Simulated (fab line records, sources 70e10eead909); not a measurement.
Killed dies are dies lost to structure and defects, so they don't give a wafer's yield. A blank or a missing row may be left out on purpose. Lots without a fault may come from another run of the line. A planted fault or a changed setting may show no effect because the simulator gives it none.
Which tool did it? | flow nand_harc | 12 lots, 36 wafers sampled, at 5 steps of a route of 1302

WHAT THE GAUGES READ, wafer by wafer
NHARC_END_SORT_01. Usual: defect_limited_yield 90.6 %, standard deviation 2.3; killed_at_array 59, standard deviation 16; killed_at_other 0.8, standard deviation 1.1; killed_at_periphery 3.6, standard deviation 2.4; killed_dies 64, standard deviation 16; killed_open 3.4, standard deviation 1.8; killed_short 2.5, standard deviation 1.6.
lot  | measured     | on        | defect_limited_yield (%) | killed_at_array | killed_at_other | killed_at_periphery | killed_dies | killed_open | killed_short | flag
L283 | day 31 14:32 | prober-01 | 88.6 90.8 88.9           | 73 60 73        | 0 0 0           | 4 2 2               | 77 62 75    | 5 3 6       | 3 4 2        |

WHICH TOOL RAN EACH LOT (tool, then ch and the chambers of the sampled wafers, then the start)
lot  | NHARC_P_GATE_RTA_64              | NHARC_P_CONTACT_ETCH_35            | NHARC_P_M0_DEVELOP_08             | NHARC_P_M0_ETCH_34
L268 | rtp_anneal-02 ch 0, day 6 05:36  | rie_diel-11 ch 1,2,3, day 6 08:45  | litho_track-04 ch 0, day 6 12:00  | rie_diel-02 ch 0,1,3, day 6 12:58
L270 | rtp_anneal-02 ch 0, day 6 20:29  | rie_diel-11 ch 0,2, day 6 23:30    | litho_track-04 ch 0, day 7 03:00  | rie_diel-02 ch 0,2,3, day 7 03:41
L271 | rtp_anneal-01 ch 0, day 7 09:29  | rie_diel-11 ch 0,1,2, day 7 12:43  | litho_track-04 ch 0, day 7 16:00  | rie_diel-10 ch 0,2, day 7 16:58
L274 | rtp_anneal-02 ch 0, day 8 19:52  | rie_diel-06 ch 1,3, day 8 22:59    | litho_track-01 ch 0, day 9 02:00  | rie_diel-02 ch 0,1, day 9 03:08
L275 | rtp_anneal-02 ch 0, day 9 18:35  | rie_diel-01 ch 0,2, day 9 21:35    | litho_track-06 ch 0, day 10 01:00 | rie_diel-10 ch 1,2, day 10 01:45
L282 | rtp_anneal-01 ch 0, day 12 07:01 | rie_diel-01 ch 0,1, day 12 10:08   | litho_track-04 ch 0, day 12 17:00 | rie_diel-10 ch 0,1, day 12 18:14
L283 | rtp_anneal-01 ch 0, day 12 16:29 | rie_diel-01 ch 0,2, day 12 19:37   | litho_track-04 ch 0, day 12 23:00 | rie_diel-02 ch 0,1,3, day 12 23:48
L284 | rtp_anneal-02 ch 0, day 12 20:25 | rie_diel-06 ch 2,3, day 12 23:32   | litho_track-04 ch 0, day 13 03:00 | rie_diel-10 ch 0,1,3, day 13 03:57
L286 | rtp_anneal-02 ch 0, day 13 15:32 | rie_diel-11 ch 0,2,3, day 13 18:41 | litho_track-06 ch 0, day 13 22:00 | rie_diel-02 ch 0,1,3, day 13 22:52
L288 | rtp_anneal-01 ch 0, day 14 10:17 | rie_diel-11 ch 0,2,3, day 14 13:16 | litho_track-01 ch 0, day 14 17:00 | rie_diel-02 ch 0,2, day 14 17:28
L289 | rtp_anneal-02 ch 0, day 15 05:23 | rie_diel-11 ch 0,1,3, day 15 08:25 | litho_track-01 ch 0, day 15 12:00 | rie_diel-02 ch 1,2,3, day 15 12:35
L290 | rtp_anneal-02 ch 0, day 15 11:11 | rie_diel-06 ch 2,3, day 15 14:14   | litho_track-01 ch 0, day 15 17:00 | rie_diel-02 ch 0,1,3, day 15 18:16
- NHARC_P_GATE_RTA_64: time 1 s.
- NHARC_P_CONTACT_ETCH_35: etches the open film in CF4, target depth 39 nm, time 65 s.
- NHARC_P_M0_DEVELOP_08: develop time 35 s.
- NHARC_P_M0_ETCH_34: etches the open film in N2/H2, target depth 40 nm, overetch 12 nm, time 43.94 s.

WHAT THE TOOLS THEMSELVES READ (means of the sampled wafers that have a number; where no wafer has one, the mark that the record gives instead)
NHARC_P_GATE_RTA_64. Usual: lamp_power_pct 31.4 %, standard deviation 1.4; lamp_zone_4_pct 31.4 %, standard deviation 1.4; wafer_temp_C_max 1055.2, standard deviation 1.9.
lot  | tool          | lamp_power_pct (%) | lamp_zone_4_pct (%) | wafer_temp_C_max | flag
L268 | rtp_anneal-02 | 32.9               | 33.0                | 1058.0           |
L270 | rtp_anneal-02 | 32.9               | 33.0                | 1056.9           |
L271 | rtp_anneal-01 | 30.1               | 30.1                | 1054.0           |
L274 | rtp_anneal-02 | 33.0               | 33.0                | 1057.3           |
L275 | rtp_anneal-02 | 32.9               | 32.9                | 1056.0           |
L282 | rtp_anneal-01 | 30.1               | 30.1                | 1053.8           |
L283 | rtp_anneal-01 | 30.1               | 30.1                | 1054.8           |
L284 | rtp_anneal-02 | 33.0               | 33.0                | 1057.2           |
L286 | rtp_anneal-02 | 33.0               | 33.0                | 1057.3           |
L288 | rtp_anneal-01 | 30.0               | 30.1                | 1053.3           |
L289 | rtp_anneal-02 | 32.9               | 33.0                | 1057.2           |
L290 | rtp_anneal-02 | 33.0               | 33.0                | 1055.8           |

NHARC_P_CONTACT_ETCH_35. Usual: drypump_motor_current_A 6.0 A, standard deviation 0.57; oes_product_au 1.003 a.u., standard deviation 0.0096; rf_vpp_V 150.9 V, standard deviation 1.1; showerhead_plenum_p_Torr 1.75 Torr, standard deviation 0.069; throttle_valve_pct 13.285 %, standard deviation 0.0083.
lot  | tool        | drypump_motor_current_A (A) | oes_product_au (a.u.) | rf_vpp_V (V) | showerhead_plenum_p_Torr (Torr) | throttle_valve_pct (%) | flag
L268 | rie_diel-11 | 5.9                         | 1.004                 | 151.2        | 1.74                            | 13.289                 |
L270 | rie_diel-11 | 6.4                         | 1.013                 | 150.7        | 1.69                            | 13.283                 |
L271 | rie_diel-11 | 6.4                         | 1.006                 | 150.9        | 1.74                            | 13.276                 |
L274 | rie_diel-06 | 6.3                         | 1.001                 | 151.0        | 1.76                            | 13.287                 |
L275 | rie_diel-01 | 5.0                         | 0.998                 | 151.7        | 1.81                            | 13.286                 |
L282 | rie_diel-01 | 5.8                         | 0.998                 | 151.2        | 1.73                            | 13.282                 |
L283 | rie_diel-01 | 5.2                         | 0.997                 | 151.4        | 1.77                            | 13.287                 |
L284 | rie_diel-06 | 6.0                         | 0.996                 | 151.2        | 1.74                            | 13.281                 |
L286 | rie_diel-11 | 5.9                         | 1.002                 | 149.1        | 1.68                            | 13.288                 |
L288 | rie_diel-11 | 5.9                         | 0.996                 | 150.4        | 1.68                            | 13.283                 |
L289 | rie_diel-11 | 5.9                         | 1.004                 | 150.9        | 1.74                            | 13.283                 |
L290 | rie_diel-06 | 6.2                         | 1.003                 | 150.9        | 1.73                            | 13.278                 |

NHARC_P_M0_DEVELOP_08. Usual: developer_temp_C 23.00 C, standard deviation 0.086; exhaust_pa 45.1 Pa, standard deviation 1; resist_line_temp_C 23.01 C, standard deviation 0.11.
lot  | tool           | developer_temp_C (C) | exhaust_pa (Pa) | resist_line_temp_C (C) | flag
L268 | litho_track-04 | 23.11                | 45.1            | 22.87                  |
L270 | litho_track-04 | 23.03                | 45.8            | 23.10                  |
L271 | litho_track-04 | 22.87                | 44.4            | 22.95                  |
L274 | litho_track-01 | 22.96                | 44.2            | 23.04                  |
L275 | litho_track-06 | 23.00                | 46.4            | 22.90                  |
L282 | litho_track-04 | 23.89                | 43.6            | 23.14                  | OFF
L283 | litho_track-04 | 23.90                | 44.6            | 22.92                  | OFF
L284 | litho_track-04 | 23.81                | 46.1            | 23.19                  | OFF
L286 | litho_track-06 | 22.97                | 45.0            | 23.14                  |
L288 | litho_track-01 | 23.05                | 46.6            | 22.90                  |
L289 | litho_track-01 | 22.97                | 46.5            | 23.07                  |
L290 | litho_track-01 | 23.04                | 44.5            | 22.97                  |

NHARC_P_M0_ETCH_34. Usual: drypump_motor_current_A 5.7 A, standard deviation 0.44; oes_product_au 0.998 a.u., standard deviation 0.0081; rf_vpp_V 429.9 V, standard deviation 2.7; showerhead_plenum_p_Torr 2.02 Torr, standard deviation 0.093; throttle_valve_pct 14.172 %, standard deviation 0.01.
lot  | tool        | drypump_motor_current_A (A) | oes_product_au (a.u.) | rf_vpp_V (V) | showerhead_plenum_p_Torr (Torr) | throttle_valve_pct (%) | flag
L268 | rie_diel-02 | 6.0                         | 0.998                 | 429.9        | 2.03                            | 14.171                 |
L270 | rie_diel-02 | 5.7                         | 1.008                 | 429.9        | 1.99                            | 14.173                 |
L271 | rie_diel-10 | 5.2                         | 0.994                 | 430.6        | 2.04                            | 14.168                 |
L274 | rie_diel-02 | 6.1                         | 0.997                 | 431.7        | 2.09                            | 14.180                 |
L275 | rie_diel-10 | 5.7                         | 0.996                 | 428.4        | 1.97                            | 14.179                 |
L282 | rie_diel-10 | 5.5                         | 0.993                 | 429.4        | 1.97                            | 14.165                 |
L283 | rie_diel-02 | 6.0                         | 0.999                 | 429.3        | 2.02                            | 14.172                 |
L284 | rie_diel-10 | 5.6                         | 0.997                 | 428.3        | 1.94                            | 14.172                 |
L286 | rie_diel-02 | 6.0                         | 0.995                 | 430.0        | 2.02                            | 14.172                 |
L288 | rie_diel-02 | 5.6                         | 1.002                 | 428.5        | 1.96                            | 14.176                 |
L289 | rie_diel-02 | 5.8                         | 0.995                 | 430.7        | 2.06                            | 14.167                 |
L290 | rie_diel-02 | 6.1                         | 0.998                 | 430.2        | 2.02                            | 14.160                 |

THE ANSWER, worked out from the rows above alone
Rule: a lot is off if the mean of its wafers that have a number lies more than 3 standard deviations from the usual mean. A lot without any number at a reading at which 4 lots or more have one is off too. The other lots that the step has rows for count as sound. The gauges are gone through in route order, then the tools' own readings, and for those a lot's mean is taken as printed above. The first step at which some lot is off is used, and at that step the reading that is off furthest; a lot without a number counts as furthest.
Off: L282, L283, L284, at NHARC_P_M0_DEVELOP_08 (developer_temp_C).
A tool fits if, at that step or a process step before it, it ran every lot that is off, and no sound lot after the first of them. One fits: litho_track-04 at NHARC_P_M0_DEVELOP_08. Its last sound lot is L271 (day 7 16:00), its first lot that is off L282 (day 12 17:00): a fault that began between those two fits.
The tool's own readings at NHARC_P_M0_DEVELOP_08 bear it out: on the lots that are off they differ by more than 5 times the standard deviation of the sound lots' means. developer_temp_C reads 23.87 C there against 23.00 C on the sound lots.

WHAT THE SIMULATOR HAD PUT IN
Process parameter drift: litho_track-04, from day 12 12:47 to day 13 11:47, at NHARC_P_M0_DEVELOP_08. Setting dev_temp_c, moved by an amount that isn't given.
Lots struck among those shown: L283, L282, L284. The rule above found the same.
